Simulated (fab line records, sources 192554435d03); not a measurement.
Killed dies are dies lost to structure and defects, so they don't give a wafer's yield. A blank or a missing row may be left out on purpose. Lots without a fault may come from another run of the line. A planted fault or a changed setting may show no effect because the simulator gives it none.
One fault seen from 2 desks | flow n5_finfet | each desk has only its own numbers; what lay behind them comes last

THE TOOL OWNER'S DESK: litho_track-03
The tool's own readings at N5_BEOL_M1_COAT_67 (time 60 s, resist thk 60 nm): means of the sampled wafers that have a number, for each lot that ran on this tool. A lot is out of limits, marked OUT, if its mean lies more than 4 standard deviations from the usual mean; the brackets give that distance.
Columns: A = heater_power_total_W at N5_BEOL_M1_COAT_67, usual 500.7 W; B = plate_temp_C at N5_BEOL_M1_COAT_67, usual 249.97 C; C = spin_speed_rpm at N5_BEOL_M1_COAT_67, usual 1499.9 rpm
lot  | first seen here | A                | B                | C
L729 | day 7 20:11     | 502.3            | 249.79           | 1499.9
L734 | day 9 05:37     | 499.8            | 249.75           | 1501.5
L740 | day 10 19:27    | 488.0 (-7.1) OUT | 244.77 (-31) OUT | 1500.0
L741 | day 10 21:17    | 487.7 (-7.2) OUT | 244.77 (-31) OUT | 1500.4
This desk's finding: out of limits on L740, L741; first on L740, day 10 19:27 (heater_power_total_W at N5_BEOL_M1_COAT_67). In limits: L729, L734.

THE METROLOGY DESK
What the gauges read, lot by lot, whatever tool the lot ran on: means of the sampled wafers that have a number. A lot is out of limits, marked OUT, if its mean lies more than 4 standard deviations from the usual mean; the brackets give that distance. Of its 10 readings 7 are shown: those that lie furthest out on some lot.
Columns: A = IOFF_N at N5_BEOL_M4_RC_MEAS_101, usual 0.17 nA/um; B = IOFF_P at N5_BEOL_M4_RC_MEAS_101, usual 0.22 nA/um; C = ION_N at N5_BEOL_M4_RC_MEAS_101, usual 671 uA/um; D = ION_P at N5_BEOL_M4_RC_MEAS_101, usual 461 uA/um; E = SS_N at N5_BEOL_M4_RC_MEAS_101, usual 71.6 mV/dec; F = SS_P at N5_BEOL_M4_RC_MEAS_101, usual 73.5 mV/dec; G = VT_P at N5_BEOL_M4_RC_MEAS_101, usual -250 mV
lot  | first seen here | A    | B    | C   | D   | E    | F    | G
L726 | day 9 17:33     | 0.13 | 0.17 | 646 | 446 | 71.6 | 72.5 | -252
L728 | day 9 21:05     | 0.17 | 0.21 | 672 | 458 | 71.9 | 74.1 | -251
L729 | day 10 03:28    | 0.14 | 0.22 | 660 | 457 | 71.4 | 73.5 | -247
L730 | day 11 02:48    | 0.14 | 0.19 | 653 | 448 | 72.3 | 73.3 | -254
L734 | day 11 18:34    | 0.17 | 0.23 | 670 | 462 | 71.5 | 73.0 | -247
L733 | day 11 20:53    | 0.15 | 0.17 | 662 | 449 | 71.3 | 73.1 | -255
L736 | day 12 04:52    | 0.14 | 0.19 | 669 | 456 | 71.2 | 73.5 | -252
L741 | day 13 08:51    | 0.17 | 0.20 | 669 | 453 | 71.9 | 73.4 | -251
L740 | day 13 09:13    | 0.16 | 0.19 | 664 | 456 | 70.8 | 73.6 | -252
L742 | day 14 03:44    | 0.23 | 0.31 | 694 | 482 | 71.8 | 73.8 | -240
This desk's finding: nothing out of limits on any of the 10 lots.

PUT TOGETHER
The tool owner's desk could have raised an alarm at day 10 19:27, on L740, L741.
The metrology desk saw nothing out of limits.
The metrology desk has L740, L741 on record, within its limits.
Of the lots named, all ran N5_BEOL_M1_COAT_67 on litho_track-03.

WHAT THE SIMULATOR HAD PUT IN
Process parameter drift: litho_track-03, from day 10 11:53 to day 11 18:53, at N5_BEOL_M1_COAT_67. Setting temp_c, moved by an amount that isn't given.
Lots struck among those shown: L740, L741.
Hours from the fault's start to each desk's first reading out of limits: the tool owner's desk, 8.
